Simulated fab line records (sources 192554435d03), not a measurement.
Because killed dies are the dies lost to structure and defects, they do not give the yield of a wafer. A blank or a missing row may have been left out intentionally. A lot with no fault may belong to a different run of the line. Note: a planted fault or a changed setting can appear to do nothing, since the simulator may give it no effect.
8D (eight disciplines) problem report, filled in by code | flow n5_finfet | the parts of the form that need people (team, actions taken, sign-off) are left out

1. WHAT WENT WRONG
spin_speed_rpm at N5_BEOL_M8_COAT_22 reads a mean of 1410.9 rpm on 6 wafers of 2 lots; wafers without a fault read 1500.0 rpm with a standard deviation of 1.2. Measured from the usual mean, that is -74 standard deviations.
The step: resist thk 30 nm.
Seen first at day 12 07:02 on litho_track-04, wafer L270.1. Wafers with a number at this step in the record: 18, from 6 lots. Rule for "out" (also "out of limits"): further than 4 standard deviations from the usual mean. The other wafers with a number count as sound.

2. WHAT THIS IS AND IS NOT
question                    | is                     | is not
which readings at this step | spin_speed_rpm         | -
which lots                  | L270, L272             | L258, L261, L274, L275
which wafers of those lots  | all that have a number | -
read on which tools         | litho_track-04         | litho_track-02
when                        | from day 12 07:02      | up to then (6 sound wafers); but 6 sound wafers of L274, L275 came after

3. SUSPECTS, AND WHAT RULES EACH OUT
Counting: any tool at a process step up to the reading is kept as a suspect provided that every lot that is out went through it and no sound lot did after the first of them.
- rie_diel-03 at N5_BEOL_M8_STRIP_19 (strips in O2): ruled out as a lasting fault. Following L270 (day 12 06:55), the first lot on it that is out, the sound lots L275, L274 were run on it.
- litho_track-04 at N5_BEOL_M8_COAT_22 (resist thk 30 nm): kept. All lots that are out passed through it, beginning with L270 at day 12 07:02, and no sound lot followed; its final sound lot before that point was L261 at day 10 11:05. Its own spin_speed_rpm readings are out on those wafers.
After counting, what remains is litho_track-04 at N5_BEOL_M8_COAT_22.

4. THE CAUSE (what the simulator had put in)
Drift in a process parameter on litho_track-04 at N5_BEOL_M8_COAT_22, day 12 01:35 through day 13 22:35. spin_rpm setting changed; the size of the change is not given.
Counting left only this tool.

5. THE EFFECT CHAIN, in route order
One row per reading whose mean, taken over the struck wafers that have a number, lies over 3 standard deviations from the usual. Only readings whose record carries a usual standard deviation are examined. hours: median over the lots of the time between each lot's start at the first step of this table that gives one and its start at this step. sigmas: the change, counted in usual standard deviations.
hours | step               | reading        | usual      | on struck wafers | change | sigmas
0     | N5_BEOL_M8_COAT_22 | spin_speed_rpm | 1500.0 rpm | 1410.9           | -89.1  | -74
Here are the process steps it includes:
- N5_BEOL_M8_COAT_22: resist thk 30 nm.
Later steps that measure or inspect, where all struck wafers having a row at the step show a number for every such reading and not one has moved that far: N5_BEOL_M8_CD_MEAS_28, N5_BEOL_M8_OVL_MEAS_29, N5_BEOL_M8_INSPECT_30.

6. HOW IT WOULD HAVE BEEN CAUGHT EARLIER
The fault began at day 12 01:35; the first out-of-limits reading in this record came at day 12 07:02, 5 hours later.
